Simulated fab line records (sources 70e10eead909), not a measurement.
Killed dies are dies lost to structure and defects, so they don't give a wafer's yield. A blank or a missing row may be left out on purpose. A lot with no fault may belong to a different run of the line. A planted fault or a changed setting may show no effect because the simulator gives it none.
Chamber matching + flow nand_harc + NHARC_P_GATE_ETCH_32 on rie_si-01 has 3 sister chambers
The step etches the open film in HBr/Cl2, target depth 150 nm, time 100.1 s. 3 wafers are shown with their chamber, then 5 later ones without.

WAFERS PAIRED WITH THEIR CHAMBERS
| wafer  | chamber | drypump_motor_current_A (A) |
|--------|---------|-----------------------------|
| L080.3 | 1       | 6.1                         |
| L086.1 | 0       | 5.9                         |
| L086.5 | 3       | 6.3                         |

WAFERS MISSING THEIR CHAMBER
| wafer  | drypump_motor_current_A (A) |
|--------|-----------------------------|
| L093.2 | 5.9                         |
| L093.3 | 6.2                         |
| L095.3 | 6.1                         |
| L095.6 | 6.3                         |
| L096.1 | 5.8                         |

WHICH CHAMBER EACH ONE RAN IN
| wafer  | from the rows above     | in truth |
|--------|-------------------------|----------|
| L093.2 | 0                       | 0        |
| L093.3 | can't be placed: 3 or 1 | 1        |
| L095.3 | 1                       | 1        |
| L095.6 | 3                       | 3        |
| L096.1 | 0                       | 0        |
Correctly placed: 4 of 5. Cannot be placed on the basis of these rows: 1; the candidates contain the true chamber in 1. Number placed wrongly: 0.
How it was worked out, from the rows above alone: a wafer's distance from a chamber is the root of the sum, over the readings, of the square of ((its reading less the chamber's mean) divided by the reading's scatter). If the next closest chamber is less than 2 further off than the closest, the wafer can't be placed; otherwise it belongs to the closest. A chamber's mean is the mean of its shown wafers. The scatter: with one shown wafer a chamber, the root of the mean of the squares of how far each hidden wafer lies from its nearest shown one.
